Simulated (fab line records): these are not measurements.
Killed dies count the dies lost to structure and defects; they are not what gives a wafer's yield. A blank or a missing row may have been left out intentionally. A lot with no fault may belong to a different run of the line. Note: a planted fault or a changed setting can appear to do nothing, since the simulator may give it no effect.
Matching of chambers + flow nand_harc + NHARC_A_CHANNEL_FILL_D2_ALD_25 on ald_hk-01: 4 sister chambers
The step deposits SiOx, target thk 60 nm, pulse time 10 s, ald cycles 600. 8 wafers are shown with their chamber, then 10 later ones without.

## WAFERS WITH THEIR CHAMBER
| wafer  | chamber | heater_power_outer_w (W) | heater_power_w (W) |
|--------|---------|--------------------------|--------------------|
| L086.1 | 1       | 233                      | 456                |
| L086.2 | 0       | 295                      | 510                |
| L086.5 | 0       | 292                      | 515                |
| L087.1 | 3       | 243                      | 456                |
| L087.5 | 2       | 270                      | 505                |
| L087.6 | 1       | 236                      | 447                |
| L088.1 | 2       | 284                      | 524                |
| L088.5 | 3       | 260                      | 470                |

## WAFERS WHOSE CHAMBER IS MISSING
| wafer  | heater_power_outer_w (W) | heater_power_w (W) |
|--------|--------------------------|--------------------|
| L088.6 | 287                      | 515                |
| L090.1 | 286                      | 493                |
| L090.4 | 283                      | 524                |
| L090.5 | 279                      | 479                |
| L092.1 | 281                      | 482                |
| L092.3 | 287                      | 520                |
| L092.4 | 248                      | 473                |
| L097.2 | 285                      | 521                |
| L097.6 | 282                      | 502                |
| L097.5 | 256                      | 478                |

## CHAMBER TAKEN BY EACH
| wafer  | from the rows above          | in truth                   |
|--------|------------------------------|----------------------------|
| L088.6 | can't be placed: 0 or 2      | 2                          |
| L090.1 | can't be placed: 0 or 2      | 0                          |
| L090.4 | can't be placed: 2 or 0      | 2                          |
| L090.5 | can't be placed: 3 or 2 or 0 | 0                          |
| L092.1 | can't be placed: 2 or 0 or 3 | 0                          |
| L092.3 | can't be placed: 0 or 2      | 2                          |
| L092.4 | can't be placed: 3 or 1      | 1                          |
| L097.2 | can't be placed: 2 or 0      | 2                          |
| L097.6 | can't be placed: 2 or 0      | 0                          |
| L097.5 | 3                            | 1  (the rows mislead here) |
Correct placement for 0 of the 10. Cannot be placed on the basis of these rows: 9; the candidates contain the true chamber in 9. Number placed wrongly: 1.
How it was worked out, from the rows above alone: a wafer's distance from a chamber is the root of the sum, over the readings, of the square of ((its reading less the chamber's mean) divided by the reading's scatter). If the next closest chamber is less than 2 further off than the closest, the wafer can't be placed; otherwise it belongs to the closest. Each chamber's mean is taken over the wafers shown for it. The scatter: the root of (the sum of the squares of (reading less its chamber's mean) over the shown wafers, divided by (wafers less chambers)).
